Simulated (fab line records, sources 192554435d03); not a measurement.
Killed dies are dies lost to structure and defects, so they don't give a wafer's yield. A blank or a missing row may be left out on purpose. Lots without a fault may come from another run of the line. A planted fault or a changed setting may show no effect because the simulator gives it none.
Which tool did it? | flow n5_finfet | 10 lots, 29 wafers sampled, at 6 steps of a route of 1938

WHAT THE GAUGES READ, wafer by wafer
N5_BEOL_M4_RC_MEAS_101. Usual: DIBL_N 35.7 mV/V, standard deviation 1.5; DIBL_P 35.7 mV/V, standard deviation 2; IOFF_N 0.155 nA/um, standard deviation 0.026; IOFF_P 0.20 nA/um, standard deviation 0.031; ION_N 675 uA/um, standard deviation 11; ION_P 462 uA/um, standard deviation 7.1; SS_N 71.3 mV/dec, standard deviation 0.57; SS_P 73.1 mV/dec, standard deviation 0.56; VT_N 250 mV, standard deviation 3; VT_P -251 mV, standard deviation 3.
lot  | measured     | on        | DIBL_N (mV/V)  | DIBL_P (mV/V)  | IOFF_N (nA/um)    | IOFF_P (nA/um) | ION_N (uA/um) | ION_P (uA/um) | SS_N (mV/dec)  | SS_P (mV/dec)  | VT_N (mV)   | VT_P (mV)      | flag
L575 | day 9 03:11  | prober-01 | 33.4 34.5 38.2 | 31.3 33.0 37.4 | 0.106 0.128 0.184 | 0.17 0.19 0.25 | 662 681 683   | 458 469 470   | 70.5 71.2 72.4 | 72.4 73.6 74.7 | 255 252 248 | -253 -251 -248 |
L574 | day 9 02:08  | prober-02 | 34.0 36.0 33.7 | 33.8 37.2 33.5 | 0.141 0.186 0.142 | 0.19 0.26 0.19 | 683 685 678   | 462 468 465   | 71.2 71.9 70.4 | 72.1 73.3 72.3 | 250 245 249 | -250 -246 -250 |
L576 | day 9 07:03  | prober-02 | 36.1 37.1 35.4 | 34.7 34.5 32.9 | 0.165 0.181 0.140 | 0.21 0.20 0.18 | 674 694 678   | 460 468 464   | 72.0 72.9 71.3 | 72.9 73.0 72.6 | 248 248 251 | -251 -252 -252 |
L579 | day 10 01:29 | prober-01 | 34.3 31.8 32.5 | 34.2 31.0 31.7 | 0.123 0.089 0.099 | 0.16 0.13 0.13 | 676 667 658   | 456 460 453   | 71.0 70.7 70.8 | 73.0 72.3 71.9 | 253 259 257 | -253 -258 -258 |
L582 | day 10 16:27 | prober-01 | 34.5 37.3 37.2 | 35.2 38.2 37.7 | 0.134 0.171 0.164 | 0.16 0.20 0.20 | 678 684 682   | 463 462 461   | 71.0 72.0 71.2 | 72.7 74.3 74.1 | 251 247 250 | -255 -254 -252 |
L584 | day 11 12:53 | prober-01 | 35.4 34.8 34.9 | 35.9 35.0 34.9 | 0.176 0.153 0.155 | 0.23 0.21 0.21 | 693 682 678   | 478 471 470   | 71.7 70.9 70.7 | 73.7 73.1 73.3 | 246 249 248 | -247 -248 -250 |
L586 | day 12 03:38 | prober-02 | 34.9 35.6 35.3 | 35.7 35.3 36.2 | 0.146 0.153 0.148 | 0.18 0.18 0.20 | 680 667 676   | 461 459 465   | 70.7 70.9 70.3 | 72.8 73.2 73.6 | 249 250 250 | -250 -250 -252 |
L588 | day 12 13:44 | prober-01 | 36.7 37.4 37.1 | 36.3 37.0 36.7 | 0.157 0.171 0.169 | 0.21 0.23 0.23 | 682 683 677   | 472 469 467   | 72.4 72.5 71.9 | 72.9 73.6 73.5 | 248 248 246 | -248 -247 -247 |
L594 | day 14 00:10 | prober-01 | 36.4 37.0      | 38.0 39.4      | 0.163 0.172       | 0.20 0.22      | 666 676       | 459 464       | 71.1 71.1      | 73.1 73.1      | 246 249     | -252 -251      |
L595 | day 14 08:04 | prober-02 | 36.7 37.4 35.5 | 38.3 38.4 37.9 | 0.173 0.189 0.159 | 0.21 0.22 0.21 | 680 674 683   | 466 461 462   | 72.6 71.5 72.3 | 73.2 73.3 72.8 | 247 246 249 | -251 -251 -250 |

N5_PASSIVATION_INSPECT_57: inspects for defects (macro). Usual: raw_defect_count 1.8, standard deviation 1.3.
lot  | measured     | on                | raw_defect_count | flag
L575 | day 13 21:53 | defect_inspect-01 | 3 1 4            |
L574 | day 13 15:21 | defect_inspect-02 | 2 1 0            |
L576 | day 13 18:55 | defect_inspect-01 | 3 1 1            |
L579 | day 14 19:13 | defect_inspect-02 | 1 0 0            |
L582 | day 14 22:13 | defect_inspect-02 | 1 4 5            |
L584 | day 16 06:11 | defect_inspect-02 | 2 4 3            |
L586 | day 17 02:48 | defect_inspect-02 | 4 2 1            |
L588 | day 17 02:01 | defect_inspect-01 | 3 4 0            |
L594 | day 18 17:52 | defect_inspect-02 | 3 2              |
L595 | day 18 22:19 | defect_inspect-02 | 1 2 0            |

WHICH TOOL RAN EACH LOT (tool, then ch and the chambers of the sampled wafers, then the start)
lot  | N5_MOL_CONTACT_COAG_ETCH_91        | N5_PASSIVATION_STRIP_14            | N5_PASSIVATION_DEGAS_18      | N5_PASSIVATION_PROBE_49
L575 | rie_diel-06 ch 0,2,3, day 5 20:05  | rie_diel-04 ch 0,2,3, day 13 15:01 | pvd_sputter-03, day 13 15:41 | prober-02, day 13 21:32
L574 | rie_diel-06 ch 0,2,3, day 6 01:55  | rie_diel-05 ch 1,2, day 13 08:29   | pvd_sputter-01, day 13 09:06 | -
L576 | rie_diel-01 ch 2,3, day 6 04:46    | rie_diel-02 ch 1,2,3, day 13 09:43 | pvd_sputter-03, day 13 12:13 | prober-02, day 13 18:36
L579 | rie_diel-03 ch 1,3, day 6 20:29    | rie_diel-02 ch 1,2,3, day 14 11:55 | pvd_sputter-02, day 14 12:25 | prober-02, day 14 18:52
L582 | rie_diel-06 ch 0,2, day 7 18:01    | rie_diel-04 ch 0,2,3, day 14 15:52 | pvd_sputter-03, day 14 16:05 | prober-01, day 14 21:55
L584 | rie_diel-06 ch 0,1,2, day 8 09:35  | rie_diel-02 ch 0,2,3, day 15 21:52 | pvd_sputter-02, day 15 22:11 | prober-02, day 16 05:50
L586 | rie_diel-01 ch 0,1,2, day 9 02:58  | rie_diel-05 ch 0,3, day 16 19:35   | pvd_sputter-03, day 16 20:25 | -
L588 | rie_diel-03 ch 1,2,3, day 9 11:07  | rie_diel-05 ch 2,3, day 16 18:59   | pvd_sputter-03, day 16 19:30 | -
L594 | rie_diel-01 ch 1,2, day 10 22:37   | rie_diel-05 ch 1,2, day 18 10:21   | pvd_sputter-02, day 18 11:17 | -
L595 | rie_diel-03 ch 1,2,3, day 11 05:43 | rie_diel-02 ch 1,2,3, day 18 15:34 | pvd_sputter-02, day 18 16:14 | -
- N5_MOL_CONTACT_COAG_ETCH_91: etches SOC in N2/H2, target depth 60 nm, overetch 21 nm, time 101.2 s.
- N5_PASSIVATION_STRIP_14: strips in O2.
- N5_PASSIVATION_DEGAS_18: time 60 s.
- N5_PASSIVATION_PROBE_49

WHAT THE TOOLS THEMSELVES READ (means of the sampled wafers that have a number; where no wafer has one, the mark that the record gives instead)
N5_MOL_CONTACT_COAG_ETCH_91. Usual: drypump_motor_current_A 5.8 A, standard deviation 0.53; h2_flow_sccm 200.0 sccm, standard deviation 0.59; oes_product_au 0.66 a.u., standard deviation 0.077; rf_vpp_V 525.3 V, standard deviation 2.7; showerhead_plenum_p_Torr 2.59 Torr, standard deviation 0.1; throttle_valve_pct 17.74 %, standard deviation 0.21.
lot  | tool        | drypump_motor_current_A (A) | h2_flow_sccm (sccm) | oes_product_au (a.u.) | rf_vpp_V (V) | showerhead_plenum_p_Torr (Torr) | throttle_valve_pct (%) | flag
L575 | rie_diel-06 | 5.8                         | 199.7               | 0.59                  | 523.1        | 2.51                            | 17.93                  |
L574 | rie_diel-06 | 5.8                         | 200.0               | 0.59                  | 523.1        | 2.51                            | 17.92                  |
L576 | rie_diel-01 | 6.1                         | 200.6               | 0.64                  | 526.0        | 2.65                            | 17.88                  |
L579 | rie_diel-03 | 5.8                         | 200.2               | 0.66                  | 523.3        | 2.51                            | 17.71                  |
L582 | rie_diel-06 | 6.1                         | 200.3               | 0.62                  | 524.5        | 2.55                            | 18.00                  |
L584 | rie_diel-06 | 6.2                         | 199.3               | 0.62                  | 524.9        | 2.58                            | 17.90                  |
L586 | rie_diel-01 | 5.8                         | 200.0               | 0.63                  | 525.6        | 2.58                            | 17.62                  |
L588 | rie_diel-03 | 5.5                         | 200.0               | 0.65                  | 523.4        | 2.55                            | 17.91                  |
L594 | rie_diel-01 | 5.5                         | 199.8               | 0.75                  | 528.9        | 2.70                            | 17.45                  |
L595 | rie_diel-03 | 5.5                         | 199.9               | 0.63                  | 525.0        | 2.54                            | 17.94                  |

N5_PASSIVATION_STRIP_14. Usual: drypump_motor_current_A 5.6 A, standard deviation 0.37; o2_flow_sccm 225.1 sccm, standard deviation 0.65; oes_product_au 0.77 a.u., standard deviation 0.073; rf_vpp_V 3.6 V, standard deviation 0.91; showerhead_plenum_p_Torr 2.12 Torr, standard deviation 0.043; throttle_valve_pct 16.71 %, standard deviation 0.2.
lot  | tool        | drypump_motor_current_A (A) | o2_flow_sccm (sccm) | oes_product_au (a.u.) | rf_vpp_V (V) | showerhead_plenum_p_Torr (Torr) | throttle_valve_pct (%) | flag
L575 | rie_diel-04 | 6.0                         | 224.7               | 0.81                  | 3.2          | 2.11                            | 16.70                  |
L574 | rie_diel-05 | 5.6                         | 225.4               | 0.76                  | 3.3          | 2.11                            | 16.77                  |
L576 | rie_diel-02 | 5.2                         | 225.2               | 0.77                  | 3.4          | 2.13                            | 16.62                  |
L579 | rie_diel-02 | 5.2                         | 225.4               | 0.76                  | 3.6          | 2.13                            | 16.64                  |
L582 | rie_diel-04 | 6.0                         | 225.2               | 0.79                  | 3.1          | 2.11                            | 16.72                  |
L584 | rie_diel-02 | 5.3                         | 225.2               | 0.76                  | 3.8          | 2.15                            | 16.65                  |
L586 | rie_diel-05 | 6.0                         | 225.7               | 0.73                  | 3.0          | 2.11                            | 16.86                  |
L588 | rie_diel-05 | 5.6                         | 224.9               | 0.83                  | 3.7          | 2.08                            | 16.66                  |
L594 | rie_diel-05 | 5.5                         | 225.2               | 0.76                  | 3.0          | 2.11                            | 16.80                  |
L595 | rie_diel-02 | 5.2                         | 224.8               | 0.73                  | 3.5          | 2.12                            | 16.70                  |

N5_PASSIVATION_DEGAS_18. Usual: heater_power_w 459 W, standard deviation 57.
lot  | tool           | heater_power_w (W) | flag
L575 | pvd_sputter-03 | 470                |
L574 | pvd_sputter-01 | 431                |
L576 | pvd_sputter-03 | 403                |
L579 | pvd_sputter-02 | 434                |
L582 | pvd_sputter-03 | 476                |
L584 | pvd_sputter-02 | 426                |
L586 | pvd_sputter-03 | 470                |
L588 | pvd_sputter-03 | 492                |
L594 | pvd_sputter-02 | 511                |
L595 | pvd_sputter-02 | 476                |

N5_PASSIVATION_PROBE_49. Usual: defect_limited_yield 91.4 %, standard deviation 1.5; killed_at_M0_to_M3 34, standard deviation 10; killed_at_M4_up 15, standard deviation 6; killed_at_contacts 12, standard deviation 6; killed_at_front_end 37, standard deviation 11; killed_at_other 3.3, standard deviation 2.8; killed_dies 101, standard deviation 18; killed_on_rim 14, standard deviation 4.4; killed_open 66, standard deviation 14; killed_short 33, standard deviation 7.8; sort_bin_5_function 5.0 %, standard deviation 0.97; sort_bin_6_memory 3.2 %, standard deviation 0.72; sort_n_pass 1079, standard deviation 18; sort_yield_pct 91.4 %, standard deviation 1.5.
lot  | tool      | defect_limited_yield (%) | killed_at_M0_to_M3 | killed_at_M4_up | killed_at_contacts | killed_at_front_end | killed_at_other | killed_dies | killed_on_rim | killed_open | killed_short | sort_bin_5_function (%) | sort_bin_6_memory (%) | sort_n_pass | sort_yield_pct (%) | flag
L575 | prober-02 | 91.5                     | 40                 | 15              | 6                  | 36                  | 3.7             | 100         | 13            | 66          | 30           | 4.8                     | 3.3                   | 1080        | 91.5               |
L576 | prober-02 | 90.9                     | 50                 | 12              | 15                 | 26                  | 4.0             | 107         | 14            | 71          | 36           | 6.0                     | 2.8                   | 1073        | 90.9               |
L579 | prober-02 | 92.0                     | 31                 | 16              | 17                 | 28                  | 2.3             | 94          | 15            | 71          | 22           | 4.5                     | 3.2                   | 1086        | 92.0               |
L582 | prober-01 | 85.0                     | 40                 | 9               | 105                | 21                  | 1.7             | 177         | 15            | 57          | 24           | 11.8                    | 2.7                   | 1003        | 85.0               | OFF
L584 | prober-02 | 85.0                     | 37                 | 13              | 75                 | 50                  | 1.3             | 176         | 21            | 69          | 39           | 10.7                    | 3.7                   | 1004        | 85.0               | OFF

THE ANSWER, worked out from the rows above alone
Rule: a lot is off if the mean of its wafers that have a number lies more than 3 standard deviations from the usual mean. A lot without any number at a reading at which 4 lots or more have one is off too. The other lots that the step has rows for count as sound. The gauges are gone through in route order, then the tools' own readings, and for those a lot's mean is taken as printed above. The first step at which some lot is off is used, and at that step the reading that is off furthest; a lot without a number counts as furthest.
Off: L582, L584, at N5_PASSIVATION_PROBE_49 (killed_at_contacts). Neither off nor sound, because the step has no rows for them: L574, L586, L588, L594, L595.
A tool fits if, at that step or a process step before it, it ran every lot that is off, and no sound lot after the first of them. One fits: rie_diel-06 at N5_MOL_CONTACT_COAG_ETCH_91. Its last sound lot is L575 (day 5 20:05), its first lot that is off L582 (day 7 18:01): a fault that began between those two fits.

WHAT THE SIMULATOR HAD PUT IN
Process parameter drift: rie_diel-06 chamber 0, from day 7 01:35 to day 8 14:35, at N5_MOL_CONTACT_COAG_ETCH_91. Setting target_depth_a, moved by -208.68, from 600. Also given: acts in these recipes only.
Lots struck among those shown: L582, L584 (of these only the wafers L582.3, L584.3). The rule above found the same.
